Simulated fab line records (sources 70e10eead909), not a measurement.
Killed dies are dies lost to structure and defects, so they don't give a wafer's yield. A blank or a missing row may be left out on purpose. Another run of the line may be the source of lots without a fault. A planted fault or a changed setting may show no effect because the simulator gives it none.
Chamber matching :: flow nand-harc :: rie-diel-07 running NHARC_P_M2_STRIP_18: 4 sister chambers
The step strips in N2/H2. 8 wafers are shown with their chamber, then 7 later ones without.

== WAFERS PAIRED WITH THEIR CHAMBERS ==
wafer: L455.2
chamber: 2
drypump-motor-current-A (A): 6.5
oes-product-au (a.u.): 0.993

wafer: L459.2
chamber: 0
drypump-motor-current-A (A): 6.0
oes-product-au (a.u.): 0.994

wafer: L459.4
chamber: 2
drypump-motor-current-A (A): 6.5
oes-product-au (a.u.): 1.001

wafer: L460.1
chamber: 3
drypump-motor-current-A (A): 5.4
oes-product-au (a.u.): 1.002

wafer: L460.2
chamber: 1
drypump-motor-current-A (A): 4.6
oes-product-au (a.u.): 1.002

wafer: L460.5
chamber: 1
drypump-motor-current-A (A): 4.7
oes-product-au (a.u.): 1.005

wafer: L464.1
chamber: 0
drypump-motor-current-A (A): 6.0
oes-product-au (a.u.): 0.990

wafer: L464.3
chamber: 3
drypump-motor-current-A (A): 5.4
oes-product-au (a.u.): 0.988

== WAFERS WITHOUT THEIR CHAMBER ==
wafer: L464.5
drypump-motor-current-A (A): 4.7
oes-product-au (a.u.): 1.003

wafer: L465.1
drypump-motor-current-A (A): 4.7
oes-product-au (a.u.): 0.998

wafer: L465.2
drypump-motor-current-A (A): 5.4
oes-product-au (a.u.): 0.988

wafer: L465.4
drypump-motor-current-A (A): 6.5
oes-product-au (a.u.): 0.990

wafer: L467.1
drypump-motor-current-A (A): 5.4
oes-product-au (a.u.): 0.993

wafer: L467.4
drypump-motor-current-A (A): 4.7
oes-product-au (a.u.): 1.005

wafer: L467.6
drypump-motor-current-A (A): 5.4
oes-product-au (a.u.): 1.004

== THE CHAMBER EACH PASSED THROUGH ==
wafer: L464.5
from the rows above: 1
in truth: 1

wafer: L465.1
from the rows above: 1
in truth: 1

wafer: L465.2
from the rows above: 3
in truth: 3

wafer: L465.4
from the rows above: 2
in truth: 2

wafer: L467.1
from the rows above: 3
in truth: 3

wafer: L467.4
from the rows above: 1
in truth: 1

wafer: L467.6
from the rows above: 3
in truth: 3
Placed correctly: 7 of 7. Can't be placed from these rows: 0. Wrongly placed: 0.
How it was worked out, from the rows above alone: a wafer's distance from a chamber is the root of the sum, over the readings, of the square of ((its reading less the chamber's mean) divided by the reading's scatter). If the next closest chamber is less than 2 further off than the closest, the wafer can't be placed; otherwise it belongs to the closest. A chamber's mean is the mean of its shown wafers. The scatter: the root of (the sum of the squares of (reading less its chamber's mean) over the shown wafers, divided by (wafers less chambers)).
